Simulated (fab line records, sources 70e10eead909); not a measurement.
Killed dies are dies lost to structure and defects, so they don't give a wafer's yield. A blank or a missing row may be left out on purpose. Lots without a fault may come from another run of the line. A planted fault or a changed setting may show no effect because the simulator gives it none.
One fault seen from 2 desks | flow nand_harc | each desk has only its own numbers; what lay behind them comes last

THE TOOL OWNER'S DESK: litho_track-04
The tool's own readings at NHARC_A_CHANNEL_HOLE_D2_SOFTBAKE_05 (time 55 s): means of the sampled wafers that have a number, for each lot that ran on this tool. A lot is out of limits, marked OUT, if its mean lies more than 4 standard deviations from the usual mean; the brackets give that distance.
Columns: A = heater_power_total_W at NHARC_A_CHANNEL_HOLE_D2_SOFTBAKE_05, usual 188.44 W
lot  | first seen here | A
L143 | day 14 01:00    | 188.57
L146 | day 15 04:00    | 188.38
L142 | day 16 01:00    | 188.55
L147 | day 16 05:00    | 188.46
L156 | day 19 10:00    | 178.78 (-69) OUT
L157 | day 19 10:00    | 178.88 (-68) OUT
L162 | day 21 19:00    | 188.45
This desk's finding: out of limits on L156, L157; first on L156, day 19 10:00 (heater_power_total_W at NHARC_A_CHANNEL_HOLE_D2_SOFTBAKE_05). In limits: L143, L146, L142, L147, L162.

THE METROLOGY DESK
What the gauges read, lot by lot, whatever tool the lot ran on: means of the sampled wafers that have a number. A lot is out of limits, marked OUT, if its mean lies more than 4 standard deviations from the usual mean; the brackets give that distance.
Columns: A = thk_nm at NHARC_A_ONON_D2_THK_MEAS_18, usual 1004 nm
lot  | first seen here | A
L143 | day 13 15:56    | 1019
L145 | day 14 10:06    | 999
L146 | day 14 23:35    | 990
L142 | day 15 19:40    | 1012
L147 | day 16 00:30    | 993
L157 | day 19 02:14    | 985
L156 | day 19 02:15    | 983
L158 | day 19 20:33    | 1006
L160 | day 20 15:09    | 1016
L161 | day 21 11:39    | 1001
L162 | day 21 11:40    | 1013
L164 | day 22 03:15    | 981
This desk's finding: nothing out of limits on any of the 12 lots.

PUT TOGETHER
The tool owner's desk could have raised an alarm at day 19 10:00, on L156, L157.
The metrology desk saw nothing out of limits.
The metrology desk has L156, L157 on record, within its limits.
Of the lots named, all ran NHARC_A_CHANNEL_HOLE_D2_SOFTBAKE_05 on litho_track-04.

WHAT THE SIMULATOR HAD PUT IN
Process parameter drift: litho_track-04, from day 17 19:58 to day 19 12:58, at NHARC_A_CHANNEL_HOLE_D2_SOFTBAKE_05. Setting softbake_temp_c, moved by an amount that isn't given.
Lots struck among those shown: L156, L157.
Hours from the fault's start to each desk's first reading out of limits: the tool owner's desk, 38.
